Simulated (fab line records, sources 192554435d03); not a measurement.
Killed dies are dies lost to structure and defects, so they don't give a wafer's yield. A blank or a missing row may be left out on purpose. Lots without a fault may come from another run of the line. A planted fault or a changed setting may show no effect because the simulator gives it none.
fab line records | flow n5_finfet
record lots=24 wafers=72 last_day=19
route steps=1938 shown BEOL_M4@1084 BEOL_M5@1149
lots that met no fault: from a run of the same line without faults
start_h: hours from the record's first day to the start of the lot's first wafer shown | wait_h: hours since the lot's step before | " the same as in the row above | L1.1+2: a row that stands for several wafers | - no value, or no start given | * or withheld: withheld | < > ~ a bound
route shown NAME@n: a module of which the file shows steps, and the number in the route of the first | usual: mean/standard deviation of fault-free wafers | same: alike in all rows | chamber/n: place in a boat | sites: the reading at each site | _std_site: their standard deviation | _edge_site: outer sites' mean less inner sites' | radius_mm: how far each site lies from the wafer's centre | mask NAME#n: copy n | behind: the tool/chamber that last shaped the wafer | hold: why the lot was held/for how many hours/how that ended | device: the transistor (n, p or np) that didn't switch | end of line: the same wafers' tests at the end of the route | a step without rows: its recipe alone | killed: dies lost to structure and defects at the first sort, not the wafer's yield | map: a wafer's dies, x killed, . not, _ none there
set.NAME: the setting as run; set.NAME@STEP: as run at that earlier step | model.NAME: the simulator's own value behind a step, which no gauge read
steps of the route over a sample of lots; a table a step, a row a wafer
services: from which hour (start_h, from the record's first day; less than 0 if before it) a tool's chamber was out of use, for how many hours, and why
## steps
# step N5_BEOL_M4_SPUTTER_48
# recipe material=Cu target_thk_a=45 temp_c=-20 chamber_pressure_pa=0.07 power_w=withheld time_s=8.29
# usual substrate_temp_c=-20.00/0.11 throttle_valve_pct=30.0/0.98
# columns lot.wafer tool chamber start_h wait_h substrate_temp_c throttle_valve_pct
L074.3 pvd_sputter-03 - 195.41 0.1 -20.07 30.8
L074.5 " - " " -20.06 29.8
L074.6 " - " " -19.97 30.6
L075.2 pvd_sputter-01 - 200.17 0.9 -20.02 31.9
L075.3 " - " " -20.24 28.7
L075.5 " - " " -20.06 29.6
L076.1 pvd_sputter-02 - 203.07 0.2 -20.05 29.5
L076.2 " - " " -20.08 31.1
L076.6 " - " " -20.02 29.5
L077.1 pvd_sputter-03 - 211.79 0.1 -20.22 28.3
L077.2 " - " " -19.96 30.0
L077.6 " - " " -20.10 30.3
L078.1 pvd_sputter-02 - 216.28 1.2 -20.00 29.5
L078.3 " - " " -19.82 29.5
L078.4 " - " " -19.92 31.1
L079.1 pvd_sputter-01 - 235.56 0.1 -20.09 29.9
L079.3 " - " " -20.08 29.3
L079.6 " - " " -20.10 31.9
L080.3 pvd_sputter-02 - 235.73 0.1 -20.08 29.7
L080.5 " - " " -19.81 29.6
L080.6 " - " " -19.89 29.5
L081.1 pvd_sputter-01 - 238.49 0.1 -20.03 29.4
L081.2 " - " " -20.01 31.7
L081.5 " - " " -20.21 30.3
L082.1 pvd_sputter-03 - 242.30 0.4 -20.08 30.7
L082.2 " - " " -19.99 30.4
L082.6 " - " " -20.19 30.9
L083.1 pvd_sputter-01 - 243.51 1.6 -19.88 30.2
L083.2 " - " " -20.03 31.9
L083.3 " - " " -20.05 28.7
L084.1 pvd_sputter-01 - 249.85 0.8 -19.86 30.1
L084.5 " - " " -19.98 28.6
L084.6 " - " " -19.88 30.1
L087.2 pvd_sputter-03 - 258.88 0.1 -19.80 28.2
L087.5 " - " " -19.94 30.8
L087.6 " - " " -19.85 28.6
L085.1 pvd_sputter-01 - 272.74 0.1 -19.99 31.7
L085.3 " - " " -19.86 28.6
L085.6 " - " " -19.82 32.1
L086.1 pvd_sputter-03 - 278.17 0.1 -20.14 28.7
L086.3 " - " " -19.97 31.0
L086.5 " - " " -20.03 28.4
L089.1 pvd_sputter-03 - 281.47 0.4 -20.08 30.1
L089.3 " - " " -20.14 29.9
L089.6 " - " " -20.27 29.8
L088.3 pvd_sputter-01 - 282.12 0.5 -19.87 28.8
L088.5 " - " " -20.02 29.9
L088.6 " - " " -19.88 28.8
L091.1 pvd_sputter-02 - 288.98 0.2 -19.82 31.2
L091.4 " - " " -20.12 29.8
L091.6 " - " " -19.90 29.6
L092.2 pvd_sputter-02 - 291.16 0.1 -19.96 29.4
L092.3 " - " " -20.06 29.7
L092.6 " - " " -20.14 31.3
L090.1 pvd_sputter-03 - 298.15 0.4 -20.01 28.6
L090.3 " - " " -19.86 30.1
L090.5 " - " " -20.05 28.5
L095.1 pvd_sputter-01 - 313.08 0.1 -19.93 31.6
L095.4 " - " " -20.00 30.2
L095.6 " - " " -20.12 28.8
L093.1 pvd_sputter-03 - 314.55 0.1 -19.90 31.0
L093.3 " - " " -19.94 30.2
L093.5 " - " " -19.97 30.1
L094.1 pvd_sputter-01 - 326.09 0.2 -19.98 32.0
L094.2 " - " " -19.80 29.3
L094.5 " - " " -20.01 31.8
L096.1 pvd_sputter-03 - 339.83 0.1 -19.86 28.3
L096.3 " - " " -20.10 30.8
L096.4 " - " " -19.99 30.0
L097.1 pvd_sputter-02 - 344.43 0.3 -19.97 29.4
L097.3 " - " " -20.12 31.1
L097.6 " - " " -20.06 31.6
# step N5_BEOL_M4_SPUTTER_79
# recipe material=Cu target_thk_a=45 temp_c=-20 chamber_pressure_pa=0.07 power_w=withheld time_s=8.29
# usual substrate_temp_c=-19.99/0.11 throttle_valve_pct=30.0/0.96
# columns lot.wafer tool chamber start_h wait_h substrate_temp_c throttle_valve_pct
L074.3 pvd_sputter-03 - 195.63 0.1 -20.00 30.9
L074.5 " - " " -19.84 29.8
L074.6 " - " " -20.02 30.5
L075.2 pvd_sputter-01 - 200.40 0.1 -19.73 31.8
L075.3 " - " " -19.94 28.9
L075.5 " - " " -20.01 29.3
L076.1 pvd_sputter-02 - 203.29 0.1 -20.19 29.7
L076.2 " - " " -19.83 31.0
L076.6 " - " " -19.88 29.5
L077.1 pvd_sputter-03 - 212.01 0.1 -19.98 28.5
L077.2 " - " " -19.67 29.9
L077.6 " - " " -20.07 30.1
L078.1 pvd_sputter-02 - 216.50 0.1 -19.93 29.4
L078.3 " - " " -19.89 29.8
L078.4 " - " " -20.04 31.4
L079.1 pvd_sputter-01 - 235.78 0.1 -19.99 30.0
L079.3 " - " " -19.89 29.4
L079.6 " - " " -20.05 31.7
L080.3 pvd_sputter-02 - 235.95 0.1 -19.85 29.7
L080.5 " - " " -19.93 29.9
L080.6 " - " " -20.09 29.7
L081.1 pvd_sputter-01 - 238.71 0.1 -20.02 29.3
L081.2 " - " " -20.13 32.0
L081.5 " - " " -20.08 30.2
L082.1 pvd_sputter-03 - 242.52 0.1 -20.01 30.9
L082.2 " - " " -19.92 30.1
L082.6 " - " " -19.89 31.0
L083.1 pvd_sputter-01 - 243.73 0.1 -20.11 30.3
L083.2 " - " " -20.19 31.8
L083.3 " - " " -20.02 28.8
L084.1 pvd_sputter-01 - 250.07 0.1 -20.06 29.8
L084.5 " - " " -20.13 28.6
L084.6 " - " " -19.99 30.1
L087.2 pvd_sputter-03 - 259.10 0.1 -19.98 28.8
L087.5 " - " " -20.01 30.7
L087.6 " - " " -19.94 28.5
L085.1 pvd_sputter-01 - 272.96 0.1 -20.26 31.9
L085.3 " - " " -19.93 28.7
L085.6 " - " " -20.04 31.8
L086.1 pvd_sputter-03 - 278.39 0.1 -20.06 28.6
L086.3 " - " " -20.22 30.9
L086.5 " - " " -20.03 28.6
L089.1 pvd_sputter-03 - 281.69 0.1 -19.99 30.5
L089.3 " - " " -20.07 30.0
L089.6 " - " " -19.97 30.1
L088.3 pvd_sputter-01 - 282.34 0.1 -19.93 28.9
L088.5 " - " " -19.89 30.0
L088.6 " - " " -19.83 28.8
L091.1 pvd_sputter-02 - 289.20 0.1 -20.04 30.9
L091.4 " - " " -19.85 29.3
L091.6 " - " " -20.05 29.7
L092.2 pvd_sputter-02 - 291.38 0.1 -19.99 29.8
L092.3 " - " " -19.92 29.6
L092.6 " - " " -19.97 31.1
L090.1 pvd_sputter-03 - 298.37 0.1 -20.14 28.5
L090.3 " - " " -20.08 30.3
L090.5 " - " " -20.07 28.2
L095.1 pvd_sputter-01 - 313.30 0.1 -19.78 31.9
L095.4 " - " " -19.95 30.1
L095.6 " - " " -19.90 28.9
L093.1 pvd_sputter-03 - 314.77 0.1 -19.81 31.1
L093.3 " - " " -20.08 30.2
L093.5 " - " " -20.07 29.9
L094.1 pvd_sputter-01 - 326.31 0.1 -20.00 31.9
L094.2 " - " " -19.93 29.4
L094.5 " - " " -20.01 32.0
L096.1 pvd_sputter-03 - 340.05 0.1 -20.01 28.3
L096.3 " - " " -19.95 30.9
L096.4 " - " " -19.87 30.1
L097.1 pvd_sputter-02 - 344.65 0.1 -20.05 29.7
L097.3 " - " " -20.01 31.3
L097.6 " - " " -19.84 31.1
# step N5_BEOL_M4_ANNEAL_91
# recipe temp_c=400 time_s=240 ambient=vacuum
# usual heater_power_w=857/93
# columns lot.wafer tool chamber start_h wait_h heater_power_w
L074.3 pvd_sputter-03 - 196.59 0.0 785
L074.5 " - " " 817
L074.6 " - " " 761
L075.2 pvd_sputter-01 - 201.44 0.0 780
L075.3 " - " " 983
L075.5 " - " " 923
L076.1 pvd_sputter-02 - 204.25 0.0 1038
L076.2 " - " " 726
L076.6 " - " " 716
L077.1 pvd_sputter-03 - 212.97 0.0 872
L077.2 " - " " 841
L077.6 " - " " 777
L078.1 pvd_sputter-02 - 217.46 0.0 737
L078.3 " - " " 1044
L078.4 " - " " 725
L079.1 pvd_sputter-01 - 236.74 0.0 934
L079.3 " - " " 904
L079.6 " - " " 778
L080.3 pvd_sputter-02 - 236.91 0.0 1060
L080.5 " - " " 1044
L080.6 " - " " 751
L081.1 pvd_sputter-01 - 239.67 0.0 916
L081.2 " - " " 797
L081.5 " - " " 914
L082.1 pvd_sputter-03 - 243.48 0.0 780
L082.2 " - " " 781
L082.6 " - " " 764
L083.1 pvd_sputter-01 - 244.69 0.0 899
L083.2 " - " " 802
L083.3 " - " " 976
L084.1 pvd_sputter-01 - 251.03 0.0 912
L084.5 " - " " 957
L084.6 " - " " 895
L087.2 pvd_sputter-03 - 260.06 0.0 893
L087.5 " - " " 790
L087.6 " - " " 893
L085.1 pvd_sputter-01 - 273.92 0.0 798
L085.3 " - " " 956
L085.6 " - " " 791
L086.1 pvd_sputter-03 - 279.35 0.0 869
L086.3 " - " " 759
L086.5 " - " " 892
L089.1 pvd_sputter-03 - 282.65 0.0 770
L089.3 " - " " 841
L089.6 " - " " 825
L088.3 pvd_sputter-01 - 283.30 0.0 1007
L088.5 " - " " 891
L088.6 " - " " 987
L091.1 pvd_sputter-02 - 290.16 0.0 725
L091.4 " - " " 1015
L091.6 " - " " 738
L092.2 pvd_sputter-02 - 292.34 0.0 739
L092.3 " - " " 1031
L092.6 " - " " 712
L090.1 pvd_sputter-03 - 299.33 0.0 909
L090.3 " - " " 785
L090.5 " - " " 907
L095.1 pvd_sputter-01 - 314.26 0.0 785
L095.4 " - " " 907
L095.6 " - " " 972
L093.1 pvd_sputter-03 - 315.73 0.0 764
L093.3 " - " " 777
L093.5 " - " " 771
L094.1 pvd_sputter-01 - 327.27 0.0 820
L094.2 " - " " 946
L094.5 " - " " 782
L096.1 pvd_sputter-03 - 341.01 0.0 873
L096.3 " - " " 759
L096.4 " - " " 824
L097.1 pvd_sputter-02 - 345.61 0.0 720
L097.3 " - " " 747
L097.6 " - " " 726
# step N5_BEOL_M4_SPUTTER_94
# recipe material=Cu target_thk_a=45 temp_c=-20 chamber_pressure_pa=0.07 power_w=withheld time_s=8.29
# usual substrate_temp_c=-20.01/0.1 throttle_valve_pct=30.0/0.99
# columns lot.wafer tool chamber start_h wait_h substrate_temp_c throttle_valve_pct
L074.3 pvd_sputter-03 - 196.95 0.1 -19.99 30.6
L074.5 " - " " -20.04 29.9
L074.6 " - " " -20.02 31.1
L075.2 pvd_sputter-01 - 201.83 0.1 -19.97 31.8
L075.3 " - " " -20.03 28.8
L075.5 " - " " -19.99 29.3
L076.1 pvd_sputter-02 - 204.61 0.1 -20.07 30.0
L076.2 " - " " -20.04 31.2
L076.6 " - " " -19.91 29.5
L077.1 pvd_sputter-03 - 213.33 0.1 -19.91 28.6
L077.2 " - " " -20.24 29.9
L077.6 " - " " -20.07 30.1
L078.1 pvd_sputter-02 - 217.82 0.1 -20.02 29.8
L078.3 " - " " -19.96 29.7
L078.4 " - " " -20.07 31.3
L079.1 pvd_sputter-01 - 237.10 0.1 -20.09 29.9
L079.3 " - " " -20.06 29.1
L079.6 " - " " -20.09 31.8
L080.3 pvd_sputter-02 - 237.27 0.1 -19.99 29.2
L080.5 " - " " -20.08 29.7
L080.6 " - " " -20.09 29.8
L081.1 pvd_sputter-01 - 240.03 0.1 -20.09 29.6
L081.2 " - " " -20.02 31.8
L081.5 " - " " -20.07 30.1
L082.1 pvd_sputter-03 - 243.84 0.1 -20.08 31.1
L082.2 " - " " -20.12 30.0
L082.6 " - " " -20.04 30.7
L083.1 pvd_sputter-01 - 245.05 0.1 -20.18 30.3
L083.2 " - " " -20.10 32.0
L083.3 " - " " -20.10 28.9
L084.1 pvd_sputter-01 - 251.39 0.1 -19.97 30.2
L084.5 " - " " -19.98 28.7
L084.6 " - " " -20.08 30.1
L087.2 pvd_sputter-03 - 260.42 0.1 -19.87 28.7
L087.5 " - " " -19.99 30.9
L087.6 " - " " -19.97 28.5
L085.1 pvd_sputter-01 - 274.28 0.1 -20.10 32.0
L085.3 " - " " -20.11 28.7
L085.6 " - " " -20.11 32.0
L086.1 pvd_sputter-03 - 279.71 0.1 -20.04 28.5
L086.3 " - " " -20.00 30.9
L086.5 " - " " -20.01 28.5
L089.1 pvd_sputter-03 - 283.01 0.1 -20.02 30.2
L089.3 " - " " -20.18 30.0
L089.6 " - " " -19.95 29.9
L088.3 pvd_sputter-01 - 283.66 0.1 -19.88 28.7
L088.5 " - " " -19.89 30.3
L088.6 " - " " -20.15 28.8
L091.1 pvd_sputter-02 - 290.52 0.1 -20.11 31.1
L091.4 " - " " -19.94 29.7
L091.6 " - " " -20.06 29.3
L092.2 pvd_sputter-02 - 292.70 0.1 -19.91 29.7
L092.3 " - " " -19.87 29.5
L092.6 " - " " -20.03 31.1
L090.1 pvd_sputter-03 - 299.69 0.1 -20.01 28.4
L090.3 " - " " -19.93 30.3
L090.5 " - " " -19.91 28.2
L095.1 pvd_sputter-01 - 314.62 0.1 -19.90 31.6
L095.4 " - " " -20.05 30.0
L095.6 " - " " -19.83 28.9
L093.1 pvd_sputter-03 - 316.09 0.1 -19.93 30.8
L093.3 " - " " -20.10 30.1
L093.5 " - " " -20.18 29.9
L094.1 pvd_sputter-01 - 327.63 0.1 -19.92 32.4
L094.2 " - " " -19.93 29.3
L094.5 " - " " -19.98 31.8
L096.1 pvd_sputter-03 - 341.37 0.1 -20.11 28.6
L096.3 " - " " -19.96 30.8
L096.4 " - " " -19.97 29.6
L097.1 pvd_sputter-02 - 345.97 0.1 -19.71 29.6
L097.3 " - " " -19.93 31.2
L097.6 " - " " -19.97 31.2
# step N5_BEOL_M5_OVL_MEAS_29
# recipe points_per_wafer=522
# usual V4_OVL=-0.1/0.63
# columns lot.wafer tool chamber start_h wait_h V4_OVL[nm]
L074.3 overlay-01 0 203.96 0.0 -1.4
L074.5 " 0 " " -0.4
L074.6 " 0 " " -0.6
L075.2 overlay-02 0 209.70 0.0 -0.3
L075.3 " 0 " " 0.3
L075.5 " 0 " " -0.2
L076.1 overlay-02 0 210.02 0.0 0.5
L076.2 " 0 " " 1.5
L076.6 " 0 " " 1.1
L077.1 overlay-02 0 220.36 0.0 -0.1
L077.2 " 0 " " 0.3
L077.6 " 0 " " 0.3
L078.1 overlay-02 0 224.17 0.0 0.0
L078.3 " 0 " " -0.5
L078.4 " 0 " " -0.5
L080.3 overlay-01 0 243.48 0.0 0.7
L080.5 " 0 " " -1.1
L080.6 " 0 " " 0.2
L079.1 overlay-01 0 243.64 0.0 -0.6
L079.3 " 0 " " 0.1
L079.6 " 0 " " 0.8
L081.1 overlay-01 0 246.89 0.1 -0.9
L081.2 " 0 " " 0.0
L081.5 " 0 " " 0.0
L082.1 overlay-01 0 251.25 0.0 0.5
L082.2 " 0 " " -0.6
L082.6 " 0 " " -0.8
L083.1 overlay-01 0 253.60 0.0 -1.0
L083.2 " 0 " " -1.0
L083.3 " 0 " " -0.6
L084.1 overlay-01 0 257.19 0.0 -0.8
L084.5 " 0 " " -0.3
L084.6 " 0 " " -0.1
L087.2 overlay-02 0 270.59 0.0 -0.6
L087.5 " 0 " " -0.1
L087.6 " 0 " " 0.0
L085.1 overlay-02 0 279.58 0.0 0.7
L085.3 " 0 " " 0.0
L085.6 " 0 " " -0.7
L086.1 overlay-01 0 285.83 0.0 -0.9
L086.3 " 0 " " -0.8
L086.5 " 0 " " -0.6
L089.1 overlay-01 0 290.52 0.0 0.3
L089.3 " 0 " " -0.9
L089.6 " 0 " " -0.6
L088.3 overlay-02 0 290.69 0.0 0.4
L088.5 " 0 " " 0.5
L088.6 " 0 " " 0.4
L091.1 overlay-01 0 296.31 0.0 -0.1
L091.4 " 0 " " 0.4
L091.6 " 0 " " 0.6
L092.2 overlay-01 0 298.78 0.0 0.3
L092.3 " 0 " " 0.0
L092.6 " 0 " " 1.1
L090.1 overlay-01 0 310.68 0.0 0.1
L090.3 " 0 " " -0.8
L090.5 " 0 " " 0.2
L093.1 overlay-02 0 323.26 0.0 -0.4
L093.3 " 0 " " 0.4
L093.5 " 0 " " -0.5
L095.1 overlay-01 0 323.70 0.0 0.4
L095.4 " 0 " " -0.3
L095.6 " 0 " " 0.2
L094.1 overlay-02 0 332.91 0.0 -0.5
L094.2 " 0 " " 0.6
L094.5 " 0 " " -0.5
L096.1 overlay-02 0 347.96 0.1 -0.6
L096.3 " 0 " " 0.2
L096.4 " 0 " " 0.4
L097.1 overlay-01 0 351.78 0.0 0.2
L097.3 " 0 " " 0.6
L097.6 " 0 " " 0.7
# step N5_BEOL_M5_CMP_52
# recipe stop_on=SiCOH_lowk t_overpolish_s=6.9 down_force_psi=1 platen_rpm=50 clearing_platen_down_force_psi=1.5 clearing_platen_rpm=50 post_cmp_clean=cu_alkaline target_thk_nm=62 clearing_platen_pad_velocity_m_s=0.99484 pad_velocity_m_s=0.99484
# usual barrier_field_endpoint_s=24.4/0.57 edge_zone_pressure_frac=1.000/0.0056 motor_current_A=6.0/0.53 overpolish_run_s=6.899/0.0092 platen_rpm=50.00/0.031 time_to_endpoint_s=61.5/2.4
# columns lot.wafer tool chamber start_h wait_h barrier_field_endpoint_s edge_zone_pressure_frac motor_current_A overpolish_run_s platen_rpm time_to_endpoint_s
L074.3 cmp-04 2 212.92 0.2 23.9 0.991 6.0 6.893 49.98 59.7
L074.5 " 2 " " 23.5 0.997 6.2 6.909 50.05 56.8
L074.6 " 3 " " 24.8 1.002 6.4 6.892 49.97 61.2
L075.2 cmp-02 2 216.54 0.2 24.7 1.003 6.0 6.896 49.99 61.8
L075.3 " 1 " " 23.8 0.999 5.6 6.901 49.98 60.5
L075.5 " 3 " " 25.1 0.999 6.4 6.904 49.96 62.7
L076.2 cmp-04 1 219.29 0.2 23.4 0.988 5.6 6.905 50.01 58.9
L076.1 " 3 " " 24.0 1.007 6.6 6.908 49.98 62.0
L076.6 " 1 " " 24.2 0.983 5.7 6.902 49.99 58.8
L077.1 cmp-02 1 227.26 0.3 23.8 0.996 5.4 6.897 50.00 60.4
L077.2 " 2 " " 25.4 0.998 5.8 6.911 50.01 66.2
L077.6 " 1 " " 25.4 1.001 5.4 6.900 50.02 61.9
L078.4 cmp-02 3 232.68 0.3 24.1 0.999 6.6 6.883 50.07 63.1
L078.1 " 0 " " 23.9 1.002 5.4 6.898 49.96 60.4
L078.3 " 1 " " 24.4 0.994 5.7 6.900 50.05 61.8
L080.3 cmp-01 1 250.19 0.2 24.3 0.996 5.9 6.927 50.02 57.9
L080.5 " 1 " " 24.0 0.995 6.1 6.893 49.93 57.9
L080.6 " 2 " " 25.0 0.998 5.4 6.915 50.00 57.7
L079.3 cmp-01 2 252.69 0.2 25.1 0.992 5.6 6.889 49.99 60.0
L079.1 " 3 " " 24.6 1.005 5.7 6.882 50.05 62.8
L079.6 " 1 " " 24.5 0.999 6.3 6.905 49.97 58.3
L081.2 cmp-01 1 253.62 0.2 23.8 1.001 6.0 6.900 49.96 59.6
L081.1 " 2 " " 24.2 1.004 5.4 6.904 49.96 58.9
L081.5 " 1 " " 24.3 0.995 6.0 6.888 49.95 60.9
L082.1 cmp-01 1 257.99 0.3 24.5 0.989 6.4 6.897 50.00 56.1
L082.2 " 2 " " 24.2 1.011 5.8 6.884 50.01 61.0
L082.6 " 1 " " 25.1 0.994 6.0 6.918 49.96 59.2
L083.1 cmp-01 1 260.88 0.3 23.5 0.993 6.3 6.875 49.99 58.8
L083.2 " 2 " " 24.1 0.993 5.5 6.894 50.00 60.2
L083.3 " 3 " " 25.2 0.999 5.8 6.896 50.03 62.8
L084.1 cmp-04 1 265.18 0.3 23.5 1.005 5.7 6.905 49.99 57.8
L084.6 " 1 " " 24.5 0.994 5.8 6.909 49.99 60.0
L084.5 " 2 " " 24.6 0.998 6.2 6.887 50.02 59.8
L087.2 cmp-04 0 277.60 0.3 25.2 0.996 6.2 6.891 49.97 66.4
L087.6 " 1 " " 24.7 1.005 6.0 6.906 49.98 63.3
L087.5 " 2 " " 23.3 1.004 6.1 6.899 50.04 59.7
L085.3 cmp-02 0 288.12 0.2 24.7 1.002 5.3 6.912 50.03 62.4
L085.1 " 1 " " 23.3 1.007 5.7 6.898 50.00 62.2
L085.6 " 1 " " 24.3 1.009 5.4 6.916 50.02 61.5
L086.3 cmp-02 0 292.77 0.2 24.0 1.002 5.5 6.894 50.00 60.8
L086.1 " 1 " " 24.5 1.004 5.3 6.916 49.99 61.5
L086.5 " 0 " " 24.8 0.997 5.2 6.904 49.95 62.6
L089.3 cmp-04 0 297.73 0.2 24.9 1.005 5.9 6.882 50.01 65.9
L089.1 " 2 " " 24.8 0.999 6.2 6.918 49.98 61.4
L089.6 " 3 " " 24.4 1.008 6.3 6.902 50.04 62.0
L088.3 cmp-01 2 300.30 0.3 24.3 0.990 5.1 6.902 49.96 62.2
L088.5 " 3 " " 25.7 1.009 5.2 6.897 50.02 66.2
L088.6 " 0 " " 25.1 1.004 7.4 6.906 49.99 60.8
L091.1 cmp-02 1 303.91 0.3 24.5 0.992 5.4 6.913 49.98 58.0
L091.4 " 3 " " 25.1 0.993 6.2 6.910 50.02 61.1
L091.6 " 1 " " 24.4 0.995 5.5 6.892 50.02 59.5
L092.3 cmp-04 3 306.23 0.2 24.4 0.995 6.5 6.906 50.00 62.3
L092.2 " 1 " " 24.8 0.995 6.0 6.885 50.01 63.8
L092.6 " 2 " " 25.1 1.005 6.1 6.892 49.96 61.9
L090.3 cmp-02 1 317.62 0.2 23.6 1.003 5.5 6.887 49.96 60.8
L090.1 " 2 " " 24.4 1.002 6.0 6.906 49.97 62.9
L090.5 " 1 " " 24.0 1.005 5.6 6.903 49.95 61.4
L093.1 cmp-02 2 330.84 0.3 24.4 0.999 5.8 6.899 49.99 63.3
L093.3 " 3 " " 24.5 1.000 6.8 6.906 49.97 61.6
L093.5 " 3 " " 24.3 1.002 5.9 6.917 50.07 60.3
L095.4 cmp-04 1 331.19 0.2 24.1 0.996 6.0 6.911 49.97 61.8
L095.1 " 2 " " 23.9 0.994 6.5 6.913 50.01 60.9
L095.6 " 3 " " 23.4 1.005 6.6 6.895 49.99 60.6
L094.2 cmp-01 3 340.10 0.3 25.1 1.004 5.6 6.902 49.99 69.5
L094.1 " 0 " " 23.7 1.010 7.2 6.901 50.03 60.5
L094.5 " 3 " " 25.1 1.012 5.8 6.887 49.96 64.2
L096.1 cmp-04 1 356.40 0.3 23.3 0.996 6.1 6.899 49.98 57.7
L096.4 " 2 " " 24.1 1.002 6.2 6.895 49.94 60.9
L096.3 " 3 " " 24.3 0.993 6.3 6.900 49.98 61.9
L097.1 cmp-01 3 358.80 0.3 24.3 1.005 5.7 6.893 49.98 66.9
L097.3 " 0 " " 23.8 1.006 7.2 6.909 49.98 60.2
L097.6 " 2 " " 23.8 1.005 5.5 6.899 49.97 59.9
## services
# columns tool chamber start_h hours kind
cmp-04 - 174.28 2.0 repair
cmp-01 - 232.11 4.0 pm
cmp-02 - 233.10 2.4 repair
cmp-01 - 236.11 - consumable_replace:conditioner
cmp-01 - 236.11 - consumable_replace:pad
cmp-02 - 237.39 0.2 repair
cmp-01 - 275.76 1.8 repair
cmp-04 - 314.51 2.5 repair
cmp-02 - 326.12 3.4 repair
cmp-01 - 331.94 3.6 pm
cmp-02 - 339.88 4.0 pm
cmp-02 - 343.88 - consumable_replace:conditioner
cmp-02 - 343.88 - consumable_replace:pad
cmp-02 - 348.85 2.7 repair
## key
fault none
